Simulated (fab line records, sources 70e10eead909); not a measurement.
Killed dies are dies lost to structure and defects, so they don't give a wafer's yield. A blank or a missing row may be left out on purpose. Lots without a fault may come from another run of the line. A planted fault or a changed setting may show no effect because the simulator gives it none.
Chamber matching | flow nand_harc | NHARC_P_GATE_ALD_36 on ald_sin-04: 4 sister chambers
The step deposits SiNx, target thk 20 nm, pulse time 60 s, ald cycles 223. 16 wafers are shown with their chamber, then 8 later ones without.

WAFERS WITH THEIR CHAMBER
wafer  | chamber | heater_power_outer_w (W) | heater_power_w (W) | precursor_pulse_height_rel
L074.4 | 2       | 456                      | 717                | 0.994
L074.3 | 0       | 466                      | 790                | 1.010
L074.5 | 2       | 439                      | 721                | 0.996
L076.4 | 1       | 474                      | 787                | 1.032
L076.2 | 0       | 463                      | 766                | 0.958
L076.6 | 2       | 452                      | 695                | 0.988
L078.4 | 3       | 495                      | 734                | 1.002
L078.3 | 1       | 479                      | 762                | 0.979
L078.6 | 2       | 441                      | 723                | 1.042
L082.4 | 2       | 458                      | 720                | 0.961
L082.1 | 0       | 470                      | 773                | 0.997
L082.2 | 1       | 483                      | 774                | 0.994
L084.1 | 3       | 503                      | 750                | 1.030
L084.4 | 0       | 471                      | 756                | 0.964
L084.5 | 3       | 497                      | 758                | 0.986
L088.4 | 2       | 456                      | 728                | 0.996

SIGNATURES (means of the wafers above)
reading                    | chamber 0 | chamber 1 | chamber 2 | chamber 3 | scatter within a chamber
heater_power_outer_w       | 467.50    | 478.67    | 450.33    | 498.33    | 6.18
heater_power_w             | 771.25    | 774.33    | 717.33    | 747.33    | 12.6
precursor_pulse_height_rel | 0.98225   | 1.00167   | 0.99617   | 1.00600   | 0.0255
Rule: a wafer's distance from a chamber is the root of the sum, over the readings, of the square of ((its reading less the chamber's mean) divided by the reading's scatter). The wafer belongs to the nearest chamber; if the next one is less than 2 further off, it can't be placed. The scatter: the root of (the sum of the squares of (reading less its chamber's mean) over the shown wafers, divided by (wafers less chambers)).

WAFERS WITHOUT THEIR CHAMBER
wafer  | heater_power_outer_w (W) | heater_power_w (W) | precursor_pulse_height_rel
L088.2 | 481                      | 744                | 1.016
L088.5 | 451                      | 719                | 1.005
L093.3 | 431                      | 698                | 0.993
L093.1 | 497                      | 743                | 1.002
L093.6 | 484                      | 777                | 0.957
L096.1 | 425                      | 689                | 1.002
L096.3 | 485                      | 747                | 1.027
L096.5 | 481                      | 771                | 1.020

WHICH CHAMBER EACH WENT THROUGH
wafer  | from the rows above          | in truth
L088.2 | can't be placed: 1 or 3 or 0 | 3
L088.5 | 2                            | 2
L093.3 | 2                            | 2
L093.1 | 3                            | 3
L093.6 | can't be placed: 1 or 0 or 3 | 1
L096.1 | 2                            | 2
L096.3 | can't be placed: 3 or 1 or 0 | 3
L096.5 | can't be placed: 1 or 0      | 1
Placed correctly: 4 of 8. Can't be placed from these rows: 4 (the true chamber is among the candidates in 4). Placed wrongly: 0.
